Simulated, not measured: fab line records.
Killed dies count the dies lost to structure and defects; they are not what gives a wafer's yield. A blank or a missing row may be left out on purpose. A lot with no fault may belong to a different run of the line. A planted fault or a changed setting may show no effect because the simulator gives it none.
Matching of chambers | flow n5 finfet | N5_BEOL_M6_ETCH_72 on rie diel-06: 4 sister chambers
The step etches underlayer in N2/H2, target depth 6.5 nm, time 5.2 s. 4 wafers are shown with their chamber, then 8 later ones without.

== WAFERS PAIRED WITH THEIR CHAMBERS ==
wafer  | chamber | drypump motor current A (A)
L087.1 | 0       | 5.7
L087.3 | 1       | 6.5
L087.5 | 2       | 5.4
L091.1 | 3       | 5.3

== WAFERS MISSING THEIR CHAMBER ==
wafer  | drypump motor current A (A)
L091.3 | 6.5
L091.4 | 5.8
L094.2 | 5.4
L094.5 | 5.3
L094.6 | 5.8
L096.4 | 6.5
L096.5 | 5.7
L096.6 | 6.5

== CHAMBER TAKEN BY EACH ==
wafer  | from the rows above | in truth
L091.3 | 1                   | 1
L091.4 | 0                   | 0
L094.2 | 2                   | 2
L094.5 | 3                   | 3
L094.6 | 0                   | 0
L096.4 | 1                   | 1
L096.5 | 0                   | 0
L096.6 | 1                   | 1
Placed correctly: 8 of 8. Can't be placed from these rows: 0. 0 placed wrongly.
How it was worked out, from the rows above alone: a wafer's distance from a chamber is the root of the sum, over the readings, of the square of ((its reading less the chamber's mean) divided by the reading's scatter). The wafer belongs to the nearest chamber; if the next one is less than 2 further off, it can't be placed. For every chamber, the mean is computed from those of its wafers that are shown. The scatter: root of mean squared gap, hidden wafer to nearest shown wafer, with one shown wafer a chamber.
